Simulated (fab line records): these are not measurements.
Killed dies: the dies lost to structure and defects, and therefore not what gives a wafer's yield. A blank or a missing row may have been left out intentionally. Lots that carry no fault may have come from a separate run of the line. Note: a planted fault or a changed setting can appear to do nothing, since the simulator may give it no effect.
Which tool did it? -- flow n5-finfet -- 72 wafers from 24 lots sampled at 2 of the route's 1938 steps

## WHAT EACH GAUGE READ, for each wafer
N5_FIN_SAQP_OCD_MEAS_76.
lot,measured,on,trench-depth-nm (nm)
L074,day 2 05:05,ocd-02,119.2 122.4 121.9
L075,day 2 09:06,ocd-01,123.0 118.3 120.5
L076,day 2 16:08,ocd-02,116.4 119.9 119.1
L077,day 2 21:37,ocd-01,118.1 122.5 118.1
L078,day 3 03:47,ocd-02,118.6 119.8 122.2
L079,day 3 10:41,ocd-02,123.2 116.9 117.8
L080,day 3 15:16,ocd-01,119.6 117.2 123.5
L081,day 3 22:53,ocd-01,116.8 121.7 119.4
L082,day 4 05:05,ocd-02,117.5 118.3 117.7
L083,day 4 11:49,ocd-01,122.0 122.2 120.7
L084,day 4 20:30,ocd-01,120.0 120.7 122.1
L085,day 5 04:23,ocd-02,122.0 120.7 122.6
L086,day 5 04:50,ocd-01,116.0 116.2 119.4
L087,day 5 09:43,ocd-02,117.0 120.8 116.4
L088,day 5 15:40,ocd-02,118.2 117.6 119.0
L089,day 5 20:40,ocd-02,120.7 121.9 120.1
L090,day 6 04:53,ocd-02,122.6 120.7 118.0
L091,day 6 08:22,ocd-01,122.1 120.6 120.0
L092,day 6 15:10,ocd-02,121.4 118.3 121.9
L093,day 6 21:04,ocd-02,121.6 124.6 124.7
L094,day 7 01:44,ocd-01,118.0 116.8 122.4
L095,day 7 07:47,ocd-02,118.0 118.1 121.6
L096,day 7 20:51,ocd-02,121.4 122.2 120.9
L097,day 7 21:13,ocd-02,117.4 116.9 117.1

N5_FIN_CUT_OVL_MEAS_09.
lot,measured,on,FIN_CUT_OVL (nm)
L074,day 2 05:35,overlay-02,0.2 0.0 -0.2
L075,day 2 09:28,overlay-01,-1.3 -1.7 -0.4
L076,day 2 16:30,overlay-02,0.0 0.0 0.5
L077,day 2 22:07,overlay-02,-1.0 -1.2 -1.1
L078,day 3 04:16,overlay-02,-0.2 -1.2 -0.6
L079,day 3 11:11,overlay-01,-0.7 0.0 -0.4
L080,day 3 15:38,overlay-02,-0.4 -0.5 -0.5
L081,day 3 23:15,overlay-02,-0.6 -1.5 -1.1
L082,day 4 05:27,overlay-02,-0.6 -0.3 -0.3
L083,day 4 12:19,overlay-01,-0.3 -0.1 -0.8
L084,day 4 20:59,overlay-02,0.3 0.7 0.0
L085,day 5 04:53,overlay-02,-0.1 0.0 0.3
L086,day 5 05:13,overlay-01,-0.3 -0.3 -0.1
L087,day 5 10:13,overlay-01,-0.6 -0.6 -1.0
L088,day 5 16:03,overlay-01,0.8 0.2 0.3
L089,day 5 21:10,overlay-02,0.0 0.7 0.4
L090,day 6 05:16,overlay-01,-1.5 0.8 -0.1
L091,day 6 08:52,overlay-01,0.2 -0.9 0.3
L092,day 6 15:32,overlay-02,1.6 1.1 1.3
L093,day 6 21:26,overlay-02,-0.6 -0.2 0.7
L094,day 7 02:13,overlay-02,0.2 -0.4 -0.3
L095,day 7 08:16,overlay-02,-1.1 -0.9 -0.6
L096,day 7 21:13,overlay-01,0.1 0.8 0.8
L097,day 7 21:35,overlay-01,0.4 -0.3 0.5

## WHICH TOOL RAN EACH LOT (tool, then ch and the chambers of the sampled wafers, then the start)
The record holds no process step before these readings.

## AS READ BY THE TOOLS THEMSELVES (means over the sampled wafers that have a number; for cases with no such wafer, the mark the record gives instead)
The record holds no such reading with a usual standard deviation.

## THE ANSWER, worked out from the rows above alone
Rule: usual is defined by the lots themselves. The widest of any qualifying gaps counts: lots, ordered by their means at a reading, are off when they make up no more than a third of the lots, leave a main group of 4 or more, and stand apart from it by 3 or more times the standard deviation of that group's means. The tables above print the reading to a certain number of digits; a main group whose means all agree to those digits is not used. Also off: a lot with no number at a reading for which 4 or more lots have one. The other lots that the step has rows for count as sound. Order of review: gauges by route order, followed by the tools' own readings, for which a lot's mean as printed above is used. The first step at which some lot is off is used, and at that step the reading that is off furthest; a lot without a number counts as furthest.
Nothing can be told from this: no lot is off at any reading shown.

## WHAT THE SIMULATOR HAD INSERTED
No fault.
